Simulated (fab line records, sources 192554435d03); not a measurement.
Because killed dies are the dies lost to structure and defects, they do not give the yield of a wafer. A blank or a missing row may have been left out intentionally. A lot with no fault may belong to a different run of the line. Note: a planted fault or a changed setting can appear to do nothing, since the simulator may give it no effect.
Matching of chambers -- flow n5 finfet -- N5_BEOL_M3_ETCH_70 on rie diel-05: 4 sister chambers
The step etches SOC in N2/H2, target depth 80 nm, overetch 16 nm, time 120 s. 4 wafers are shown with their chamber, then 9 later ones without.

== WAFERS WITH THEIR CHAMBER ==
wafer,chamber,throttle valve pct (%)
L078.6,2,17.82
L084.1,0,17.82
L085.4,1,17.66
L085.6,3,18.28

== WAFERS WITHOUT THEIR CHAMBER ==
wafer,throttle valve pct (%)
L091.1,17.67
L091.3,17.84
L091.4,17.42
L094.1,17.69
L094.2,18.27
L094.5,18.27
L096.1,17.68
L096.5,17.42
L096.6,17.70

== WHICH CHAMBER EACH ONE RAN IN ==
wafer,from the rows above,in truth
L091.1,can't be placed: 1 or 0 or 2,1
L091.3,can't be placed: 0 or 2 or 1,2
L091.4,can't be placed: 1 or 0 or 2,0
L094.1,can't be placed: 1 or 0 or 2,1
L094.2,3,3
L094.5,3,3
L096.1,can't be placed: 1 or 0 or 2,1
L096.5,can't be placed: 1 or 0 or 2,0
L096.6,can't be placed: 1 or 0 or 2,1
Correct placement for 2 of the 9. Not placeable from these rows: 7 (in 7, the candidates include the true chamber). 0 placed wrongly.
How it was worked out, from the rows above alone: a wafer's distance from a chamber is the root of the sum, over the readings, of the square of ((its reading less the chamber's mean) divided by the reading's scatter). If the next closest chamber is less than 2 further off than the closest, the wafer can't be placed; otherwise it belongs to the closest. A chamber's mean is the mean of its shown wafers. The scatter: with one shown wafer a chamber, the root of the mean of the squares of how far each hidden wafer lies from its nearest shown one.
